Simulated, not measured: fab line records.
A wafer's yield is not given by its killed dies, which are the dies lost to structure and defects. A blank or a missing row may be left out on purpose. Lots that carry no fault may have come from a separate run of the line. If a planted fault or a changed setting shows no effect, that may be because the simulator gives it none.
Matching of chambers + flow nand harc + ald metal-02 running NHARC_A_CONTACT_ALD_18: 4 sister chambers
The step deposits TiN, target thk 3 nm, pulse time 1 s, ald cycles 150. 8 wafers are shown with their chamber, then 9 later ones without.

== EACH WAFER AND ITS CHAMBER ==
| wafer  | chamber | heater power w (W) | precursor pulse height rel |
|--------|---------|--------------------|----------------------------|
| L076.2 | 0       | 922                | 1.012                      |
| L080.4 | 1       | 1336               | 1.032                      |
| L083.1 | 3       | 1113               | 1.034                      |
| L083.2 | 2       | 1252               | 0.996                      |
| L083.3 | 0       | 934                | 0.993                      |
| L086.1 | 1       | 1312               | 1.024                      |
| L086.2 | 3       | 1123               | 1.011                      |
| L086.5 | 2       | 1204               | 0.997                      |

== WAFERS WITH NO CHAMBER GIVEN ==
| wafer  | heater power w (W) | precursor pulse height rel |
|--------|--------------------|----------------------------|
| L088.1 | 920                | 1.013                      |
| L088.5 | 1272               | 1.011                      |
| L088.6 | 1295               | 0.992                      |
| L093.1 | 892                | 1.008                      |
| L093.2 | 1130               | 0.986                      |
| L093.4 | 1258               | 0.994                      |
| L097.2 | 1317               | 0.973                      |
| L097.5 | 1314               | 0.996                      |
| L097.6 | 939                | 0.978                      |

== CHAMBER TAKEN BY EACH ==
| wafer  | from the rows above     | in truth |
|--------|-------------------------|----------|
| L088.1 | 0                       | 0        |
| L088.5 | can't be placed: 2 or 1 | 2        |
| L088.6 | can't be placed: 2 or 1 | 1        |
| L093.1 | 0                       | 0        |
| L093.2 | can't be placed: 3 or 2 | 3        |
| L093.4 | 2                       | 2        |
| L097.2 | can't be placed: 2 or 1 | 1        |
| L097.5 | can't be placed: 1 or 2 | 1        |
| L097.6 | 0                       | 0        |
Placed correctly: 4 of 9. From these rows, 5 cannot be placed; in 5 the true chamber is one of the candidates. Placed wrongly: 0.
How it was worked out, from the rows above alone: a wafer's distance from a chamber is the root of the sum, over the readings, of the square of ((its reading less the chamber's mean) divided by the reading's scatter). If the next closest chamber is less than 2 further off than the closest, the wafer can't be placed; otherwise it belongs to the closest. Each chamber's mean is taken over the wafers shown for it. How the scatter is found: for the shown wafers, subtract from each reading the mean of its chamber, square and add these, divide the total by (wafers less chambers), then take the root.
